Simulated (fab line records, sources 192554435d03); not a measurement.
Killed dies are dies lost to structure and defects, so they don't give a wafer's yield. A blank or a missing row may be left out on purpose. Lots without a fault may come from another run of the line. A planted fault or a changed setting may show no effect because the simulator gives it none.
fab line records | flow n5_finfet | part 1 of 2: steps 1 to 3 of 6
record lots=19 wafers=57 last_day=18
route steps=1938 shown BEOL_M0@731 BEOL_M1@797 BEOL_M2@881 BEOL_M3@932
lots that met no fault: from a run of the same line without faults
start_h: hours from the record's first day to the start of the lot's first wafer shown | wait_h: hours since the lot's step before | " the same as in the row above | L1.1+2: a row that stands for several wafers | - no value, or no start given | * or withheld: withheld | < > ~ a bound
route shown NAME@n: a module of which the file shows steps, and the number in the route of the first | usual: mean/standard deviation of fault-free wafers | same: alike in all rows | chamber/n: place in a boat | sites: the reading at each site | _std_site: their standard deviation | _edge_site: outer sites' mean less inner sites' | radius_mm: how far each site lies from the wafer's centre | mask NAME#n: copy n | behind: the tool/chamber that last shaped the wafer | hold: why the lot was held/for how many hours/how that ended | device: the transistor (n, p or np) that didn't switch | end of line: the same wafers' tests at the end of the route | a step without rows: its recipe alone | killed: dies lost to structure and defects at the first sort, not the wafer's yield | map: a wafer's dies, x killed, . not, _ none there
set.NAME: the setting as run; set.NAME@STEP: as run at that earlier step | model.NAME: the simulator's own value behind a step, which no gauge read
steps of the route over a sample of lots; a table a step, a row a wafer
services: from which hour (start_h, from the record's first day; less than 0 if before it) a tool's chamber was out of use, for how many hours, and why
## steps
# step N5_BEOL_M0_ALD_136
# recipe material=TaN target_thk_a=* temp_c=275 ald_precursor_family=PDMAT ald_co_reactant=NH3 pressure_torr=3 carrier_flow_sccm=1500 pulse_time_s=2 purge_time_s=3 co_reactant_purge_time_s=2 co_reactant_pulse_time_s=3 ald_cycles=30 precursor_vessel_temp_c=75 precursor_vessel_pressure_torr=26.25 precursor_vessel_carrier_sccm=1000
# usual heater_power_w=420/35 precursor_vessel_pressure_torr=26.26/0.05 precursor_vessel_temp_c=75.01/0.13
# same co_reactant_purge_time_s=2
# columns lot.wafer tool chamber start_h wait_h heater_power_w precursor_vessel_pressure_torr precursor_vessel_temp_c since_wet_clean_h
L075.2 ald_metal-03 3 123.07 0.1 392 26.27 74.92 5940
L075.3 " 2 " " 389 26.23 74.99 5940
L075.6 " 3 " " 403 26.24 74.82 -
L076.2 ald_metal-03 3 128.02 0.0 391 26.27 74.99 5945
L076.4 " 0 " " 387 26.28 74.98 -
L076.6 " 2 " " 388 26.31 75.02 -
L077.2 ald_metal-04 0 136.13 0.0 434 26.26 74.86 4414
L077.3 " 2 " " 382 26.27 74.91 4414
L077.5 " 0 " " 441 26.26 75.14 -
L078.2 ald_metal-03 0 138.62 0.1 393 26.28 74.82 5955
L078.3 " 3 " " 400 26.23 74.97 5955
L078.4 " 1 " " 492 26.23 74.91 5955
L080.2 ald_metal-03 0 150.47 0.1 390 26.20 75.01 5967
L080.3 " 3 " " 391 26.18 75.01 5967
L080.4 " 0 " " 398 26.26 74.89 -
L079.1 ald_metal-04 2 154.95 0.0 395 26.27 75.23 4433
L079.2 " 0 " " 427 26.13 74.74 4433
L079.5 " 1 " " 436 26.25 75.04 -
L082.1 ald_metal-04 0 170.65 0.0 427 26.26 75.08 4449
L082.5 " 2 " " 377 26.25 74.99 -
L082.6 " 3 " " 383 26.28 74.95 -
L083.2 ald_metal-01 3 172.31 0.1 464 26.30 74.65 2912
L083.4 " 2 " " 437 26.32 74.89 2912
L083.5 " 2 " " 435 26.30 75.06 -
L085.2 ald_metal-04 0 188.02 0.0 436 26.24 75.11 4466
L085.3 " 2 " " 396 26.27 74.95 4466
L085.4 " 1 " " 441 26.35 74.89 4466
L087.2 ald_metal-03 0 198.19 0.0 398 26.22 74.92 6015
L087.4 " 3 " " 402 26.23 75.00 6015
L087.6 " 2 " " 383 26.28 74.94 -
L089.1 ald_metal-03 2 207.29 0.1 381 26.11 75.03 6024
L089.2 " 3 " " 386 26.32 75.13 6024
L089.3 " 1 " " 494 26.26 75.19 6024
L088.1 ald_metal-04 0 207.31 0.0 426 26.18 75.08 4486
L088.3 " 1 " " 435 26.25 74.95 4486
L088.5 " 2 " " 383 26.16 75.13 -
L090.2 ald_metal-01 0 212.42 0.0 417 26.23 75.13 2952
L090.3 " 3 " " 465 26.31 75.03 2952
L090.4 " 1 " " 481 26.22 74.99 2952
L091.2 ald_metal-04 3 225.95 0.0 375 26.29 75.08 4504
L091.3 " 1 " " 432 26.32 74.91 4504
L091.5 " 1 " " 438 26.36 74.89 -
L092.2 ald_metal-03 3 229.16 0.0 401 26.25 74.91 6046
L092.4 " 2 " " 384 26.27 74.87 6046
L092.6 " 3 " " 399 26.28 74.99 -
L094.2 ald_metal-04 0 234.64 0.0 433 26.30 74.92 4513
L094.3 " 2 " " 381 26.23 75.16 4513
L094.4 " 3 " " 383 26.21 74.94 4513
L095.1 ald_metal-04 1 238.64 0.3 435 26.33 74.98 4517
L095.3 " 3 " " 380 26.23 75.04 4517
L095.5 " 1 " " 438 26.30 74.97 -
L096.1 ald_metal-04 1 253.41 0.0 437 26.31 75.17 4532
L096.3 " 3 " " 390 26.27 75.35 4532
L096.5 " 0 " " 429 26.22 74.80 -
L097.2 ald_metal-04 3 254.82 0.1 382 26.41 75.02 4533
L097.3 " 2 " " 396 26.31 75.19 4533
L097.5 " 2 " " 389 26.27 75.11 -
# step N5_BEOL_M1_VIA_ETCH_34
# recipe chemistry=C4F6/O2 target_depth_a=678 mask_material=SOC pressure_mtorr=15 ion_energy_ev=250 taper_deg=4 time_s=64.4 source_w=350 bias_w=170 Ar_flow_sccm=300 C4F6_flow_sccm=10 O2_flow_sccm=10
# usual O2_flow_sccm=10.01/0.033 chamber_pressure_mTorr=15.000/0.016 drypump_motor_current_A=5.5/0.49 oes_product_au=0.74/0.056 rf_vpp_V=662/7.7 showerhead_plenum_p_Torr=2.79/0.097 throttle_valve_pct=30.73/0.23
# columns lot.wafer tool chamber start_h wait_h O2_flow_sccm chamber_pressure_mTorr drypump_motor_current_A oes_product_au rf_hours_counter_h rf_vpp_V showerhead_plenum_p_Torr throttle_valve_pct
L075.2 rie_diel-06 0 130.57 0.0 9.95 15.015 5.5 0.74 145 678 2.85 31.18
L075.3 " 3 " " 10.00 15.011 5.6 0.68 213 661 2.70 30.54
L075.6 " 2 " " 10.05 15.010 5.0 0.76 - 653 2.75 30.76
L076.2 rie_diel-06 0 135.74 0.0 10.01 15.029 5.5 0.73 147 678 2.85 31.16
L076.4 " 1 " " 10.01 14.984 5.0 0.79 130 653 2.74 30.72
L076.6 " 0 " " 9.96 15.012 5.5 0.74 - 680 2.85 31.17
L077.2 rie_diel-01 3 144.66 0.0 10.04 15.003 5.8 0.71 225 662 2.82 30.91
L077.3 " 1 " " 9.97 14.979 4.7 0.72 178 666 2.96 31.10
L077.5 " 2 " " 10.02 14.993 6.3 0.74 - 666 2.83 30.44
L078.2 rie_diel-06 1 151.64 0.0 10.00 15.030 5.0 0.77 134 651 2.74 30.71
L078.3 " 0 " " 9.98 14.997 5.5 0.73 151 680 2.85 31.17
L078.4 " 2 " " 10.05 14.970 5.0 0.74 145 650 2.74 30.77
L080.2 rie_diel-01 0 159.93 0.0 9.99 14.996 5.4 0.79 102 658 2.65 30.65
L080.3 " 3 " " 10.00 14.987 5.7 0.70 230 662 2.82 30.88
L080.4 " 1 " " 10.02 14.999 4.7 0.70 184 667 2.95 31.10
L079.1 rie_diel-01 0 163.71 0.0 9.96 14.983 5.4 0.80 103 659 2.65 30.64
L079.2 " 1 " " 10.02 14.986 4.7 0.71 185 667 2.95 31.10
L079.5 " 0 " " 9.99 15.003 5.4 0.79 - 660 2.65 30.64
L082.1 rie_diel-01 1 178.98 0.0 10.04 14.996 4.7 0.71 190 665 2.95 31.12
L082.5 " 2 " " 10.01 14.994 6.3 0.73 - 666 2.83 30.46
L082.6 " 3 " " 9.97 15.003 5.8 0.69 - 662 2.82 30.90
L083.2 rie_diel-02 2 181.05 0.0 10.05 14.998 5.1 0.75 159 662 2.73 30.68
L083.4 " 0 " " 9.98 15.011 5.3 0.88 47 668 3.00 30.43
L083.5 " 3 " " 10.01 14.980 5.9 0.77 - 669 2.85 30.70
L085.2 rie_diel-02 2 197.20 0.0 9.96 15.017 5.1 0.74 164 662 2.72 30.68
L085.3 " 3 " " 9.99 14.989 5.9 0.77 144 668 2.85 30.70
L085.4 " 0 " " 9.95 15.022 5.2 0.87 51 669 3.00 30.45
L087.2 rie_diel-01 0 204.15 0.0 9.97 15.008 5.4 0.78 115 658 2.64 30.66
L087.4 " 1 " " 10.04 14.999 4.7 0.71 198 666 2.95 31.10
L087.6 " 1 " " 10.00 15.009 4.7 0.70 - 667 2.95 31.10
L089.1 rie_diel-06 1 213.14 0.0 9.99 15.016 5.0 0.77 153 653 2.73 30.73
L089.2 " 2 " " 10.08 14.993 5.0 0.73 164 650 2.74 30.79
L089.3 " 3 " " 10.01 15.004 5.6 0.67 240 661 2.69 30.58
L088.1 rie_diel-01 3 224.27 0.0 10.03 14.991 5.7 0.69 248 663 2.81 30.92
L088.3 " 0 " " 9.99 14.999 5.4 0.77 121 659 2.64 30.67
L088.5 " 1 " " 10.01 14.987 4.7 0.70 - 668 2.95 31.09
L090.2 rie_diel-06 0 228.21 0.0 10.07 14.975 5.5 0.71 171 678 2.84 31.19
L090.3 " 2 " " 9.99 15.006 5.0 0.73 169 653 2.73 30.77
L090.4 " 3 " " 10.02 15.028 5.6 0.66 244 661 2.69 30.57
L091.2 rie_diel-06 0 231.28 0.0 10.00 15.015 5.5 0.71 172 679 2.84 31.19
L091.3 " 3 " " 10.04 14.984 5.6 0.66 245 659 2.69 30.58
L091.5 " 2 " " 10.01 15.005 5.0 0.74 - 650 2.73 30.80
L092.2 rie_diel-06 1 234.46 0.0 10.01 14.989 5.0 0.75 160 654 2.73 30.72
L092.4 " 3 " " 10.01 15.022 5.6 0.67 246 661 2.69 30.58
L092.6 " 1 " " 10.03 15.016 5.0 0.75 - 653 2.73 30.74
L094.2 rie_diel-02 2 240.56 0.0 10.00 15.015 5.1 0.73 177 661 2.72 30.70
L094.3 " 3 " " 10.01 15.004 5.9 0.76 158 670 2.84 30.71
L094.4 " 1 " " 10.02 14.982 6.3 0.76 167 659 2.72 30.50
L095.1 rie_diel-02 1 247.04 0.0 9.97 15.015 6.3 0.76 169 658 2.72 30.50
L095.3 " 2 " " 9.93 14.999 5.1 0.73 179 663 2.72 30.71
L095.5 " 2 " " 9.95 15.012 5.1 0.73 - 662 2.72 30.70
L097.2 rie_diel-02 3 266.64 0.0 10.00 15.009 5.9 0.75 166 669 2.84 30.72
L097.3 " 1 " " 9.99 15.027 6.3 0.76 174 660 2.71 30.50
L097.5 " 0 " " 10.01 14.989 5.3 0.84 - 669 2.99 30.46
L096.1 rie_diel-01 2 267.10 0.0 9.98 15.002 6.3 0.71 187 665 2.81 30.49
L096.3 " 1 " " 10.03 14.982 4.7 0.69 221 667 2.94 31.13
L096.5 " 3 " " 9.96 15.018 5.7 1.01 - 668 2.81 30.60
# step N5_BEOL_M2_ETCH_69
# recipe chemistry=CF4 target=SiARC target_depth_a=156 mask_material=CAR-EUV time_s=26 ion_energy_ev=80 pressure_mtorr=40 source_w=545 bias_w=36 Ar_flow_sccm=100 cf4_flow_sccm=100 ends=cleared
# usual cf4_flow_sccm=100.00/0.27 chamber_pressure_mTorr=40.00/0.035 drypump_motor_current_A=6.1/0.35 etch_rf_on_time_s=26.0/0.39 oes_product_au=0.68/0.076 rf_vpp_V=183.8/1.1 showerhead_plenum_p_Torr=2.13/0.052 throttle_valve_pct=15.64/0.28
# columns lot.wafer tool chamber start_h wait_h cf4_flow_sccm chamber_pressure_mTorr drypump_motor_current_A etch_rf_on_time_s oes_product_au rf_hours_counter_h rf_vpp_V showerhead_plenum_p_Torr throttle_valve_pct
L075.2 rie_diel-05 3 137.19 0.0 100.10 40.08 6.2 26.4 0.61 194 182.9 2.21 16.00
L075.3 " 1 " " 99.58 40.00 6.2 26.9 0.59 236 183.8 2.11 15.97
L075.6 " 3 " " 100.48 40.01 6.2 26.4 0.61 - 184.7 2.21 15.98
L076.2 rie_diel-04 0 141.88 0.0 100.17 40.01 5.4 26.1 0.58 240 183.0 2.20 15.67
L076.4 " 1 " " 100.05 39.97 6.0 25.9 0.61 - 182.5 2.14 15.61
L076.6 " 0 " " 99.97 39.99 5.4 26.1 0.58 - 184.9 2.20 15.69
L077.2 rie_diel-05 0 153.07 0.0 100.10 40.05 6.0 25.7 0.73 63 182.7 2.08 15.25
L077.3 " 2 " " 99.76 39.95 6.3 25.4 0.71 70 184.1 2.09 15.35
L077.5 " 2 " " 99.88 40.10 6.3 25.4 0.71 - 184.6 2.09 15.37
L078.2 rie_diel-04 0 161.44 0.0 99.89 39.97 5.4 26.2 0.57 248 183.3 2.19 15.69
L078.3 " 1 " " 100.21 40.01 6.0 25.9 0.60 181 182.4 2.13 15.63
L078.4 " 0 " " 100.01 40.03 5.4 26.5 0.57 - 185.0 2.19 15.68
L080.2 rie_diel-04 1 168.77 0.0 100.12 40.05 6.0 25.8 0.60 185 185.0 2.13 15.66
L080.3 " 0 " " 100.13 39.97 5.4 26.1 0.58 249 183.5 2.19 15.70
L080.4 " 3 " " 99.44 40.07 6.3 26.5 0.58 - 182.1 2.03 16.07
L079.1 rie_diel-05 2 172.52 0.0 99.87 40.02 6.3 25.8 0.70 77 183.1 2.09 15.38
L079.2 " 0 " " 99.52 39.98 6.1 26.0 0.72 70 180.4 2.08 15.27
L079.5 " 0 " " 99.92 40.01 6.0 26.0 0.72 - 184.4 2.08 15.27
L082.1 rie_diel-05 0 187.42 0.0 100.74 40.00 6.1 25.7 0.72 78 182.3 2.08 15.29
L082.5 " 3 " " 100.05 40.03 6.2 26.1 0.61 - 185.0 2.21 16.02
L082.6 " 2 " " 99.87 40.01 6.3 25.7 0.69 - 185.1 2.09 15.37
L083.2 rie_diel-04 3 188.22 0.0 100.10 40.00 6.4 26.4 0.56 255 183.1 2.02 16.09
L083.4 " 3 " " 100.08 39.92 6.4 26.5 0.58 - 183.5 2.02 16.09
L083.5 " 2 " " 100.12 39.97 5.3 25.4 0.82 - 182.6 2.11 15.22
L085.2 rie_diel-05 0 207.03 0.0 99.74 40.01 6.1 25.9 0.70 82 183.0 2.08 15.30
L085.3 " 1 " " 99.63 39.97 6.2 25.8 0.80 4 182.7 2.10 15.51
L085.4 " 0 " " 99.87 39.99 6.1 26.0 0.71 - 183.8 2.08 15.31
L087.2 rie_diel-05 0 211.19 0.0 99.94 40.05 6.0 25.8 0.71 85 182.0 2.08 15.30
L087.4 " 0 " " 99.67 40.04 6.0 25.7 0.70 - 183.1 2.08 15.31
L087.6 " 1 " " 100.48 39.98 6.2 25.7 0.78 - 184.4 2.10 15.51
L089.1 rie_diel-03 2 219.23 0.0 99.84 40.01 5.5 26.8 0.58 242 184.6 2.20 16.20
L089.2 " 3 " " 100.02 39.98 6.3 26.3 0.67 122 184.7 2.15 15.51
L089.3 " 1 " " 100.31 40.01 6.5 26.2 0.76 24 183.0 2.10 15.71
L088.1 rie_diel-03 0 233.93 0.0 99.86 40.00 5.8 25.9 0.71 86 184.1 2.17 15.82
L088.3 " 3 " " 100.16 40.01 6.4 26.3 0.67 127 182.7 2.15 15.53
L088.5 " 3 " " 100.13 39.95 6.3 26.2 0.67 - 185.3 2.15 15.51
L090.2 rie_diel-03 1 235.40 0.0 99.78 39.97 6.5 25.9 0.75 30 183.2 2.10 15.71
L090.3 " 3 " " 100.07 40.07 6.4 26.2 0.67 128 184.6 2.15 15.51
L090.4 " 0 " " 99.49 39.96 5.7 25.6 0.71 87 185.3 2.17 15.84
L091.2 rie_diel-05 0 239.29 0.0 99.81 40.03 6.0 25.9 0.69 95 183.8 2.07 15.32
L091.3 " 3 " " 99.99 39.94 6.2 26.3 0.59 230 183.9 2.20 16.07
L091.5 " 1 " " 100.13 40.06 6.2 25.9 0.77 - 182.9 2.10 15.54
L092.2 rie_diel-04 2 242.72 0.0 99.99 40.03 5.4 25.9 0.77 26 183.9 2.10 15.26
L092.4 " 1 " " 99.71 39.99 6.0 26.1 0.59 215 184.5 2.12 15.70
L092.6 " 2 " " 99.60 40.04 5.3 26.0 0.77 - 183.0 2.10 15.25
L094.2 rie_diel-03 3 248.23 0.0 99.74 40.04 6.3 26.0 0.66 134 184.5 2.15 15.53
L094.3 " 1 " " 100.12 40.02 6.5 26.0 0.74 35 181.4 2.09 15.72
L094.4 " 0 " " 100.17 40.04 5.7 25.2 0.71 - 185.0 2.16 15.85
L095.1 rie_diel-05 2 255.33 0.0 99.69 39.99 6.3 25.7 0.66 110 183.5 2.08 15.44
L095.3 " 1 " " 99.94 40.01 6.2 26.0 0.76 20 183.4 2.10 15.55
L095.5 " 1 " " 99.83 39.93 6.2 26.0 0.75 - 182.8 2.10 15.56
L097.2 rie_diel-05 0 273.90 0.0 99.89 39.94 6.0 26.1 0.68 106 183.8 2.07 15.35
L097.3 " 1 " " 100.09 39.99 6.2 25.9 0.74 26 182.2 2.09 15.55
L097.5 " 2 " " 99.98 40.00 6.3 25.7 0.66 - 184.5 2.07 15.44
L096.1 rie_diel-03 2 277.98 0.0 100.18 40.01 5.5 26.3 0.81 4 185.0 2.19 15.75
L096.3 " 3 " " 100.24 39.97 6.4 26.4 0.66 147 183.9 2.14 15.55
L096.5 " 1 " " 100.28 40.03 6.5 26.4 0.72 - 183.3 2.09 15.75
